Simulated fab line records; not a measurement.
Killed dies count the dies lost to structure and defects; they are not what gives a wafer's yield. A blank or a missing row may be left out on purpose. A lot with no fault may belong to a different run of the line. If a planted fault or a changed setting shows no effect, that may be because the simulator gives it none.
Chamber matching ; flow n5-finfet ; N5_BEOL_M0_SAQP_ALD_48 on ald-sin-04 has 4 sister chambers
The step deposits SiO2, target thk 20 nm, pulse time 1 s, co reactant pulse time 1 s. 4 wafers are shown with their chamber, then 10 later ones without.

== WAFERS, EACH WITH ITS CHAMBER ==
wafer;chamber;heater-power-w (W)
L077.5;0;77
L080.3;1;77
L087.1;3;82
L087.2;2;73

== WAFERS MISSING THEIR CHAMBER ==
wafer;heater-power-w (W)
L087.3;74
L087.4;82
L087.5;73
L087.6;78
L091.3;70
L091.4;75
L091.6;77
L095.3;73
L095.5;84
L095.6;75

== WHICH CHAMBER EACH WENT THROUGH ==
wafer;from the rows above;in truth
L087.3;can't be placed: 2 or 0 or 1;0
L087.4;3;3
L087.5;2;2
L087.6;can't be placed: 0 or 1 or 3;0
L091.3;2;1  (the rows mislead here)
L091.4;can't be placed: 0 or 1 or 2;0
L091.6;can't be placed: 0 or 1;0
L095.3;2;2
L095.5;3;3
L095.6;can't be placed: 0 or 1 or 2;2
Correctly placed: 4 of 10. These rows do not allow placing 5 (true chamber among the candidates in 5). Number placed wrongly: 1.
How it was worked out, from the rows above alone: a wafer's distance from a chamber is the root of the sum, over the readings, of the square of ((its reading less the chamber's mean) divided by the reading's scatter). The wafer belongs to the nearest chamber; if the next one is less than 2 further off, it can't be placed. Each chamber's mean is taken over the wafers shown for it. The scatter: root of mean squared gap, hidden wafer to nearest shown wafer, with one shown wafer a chamber.
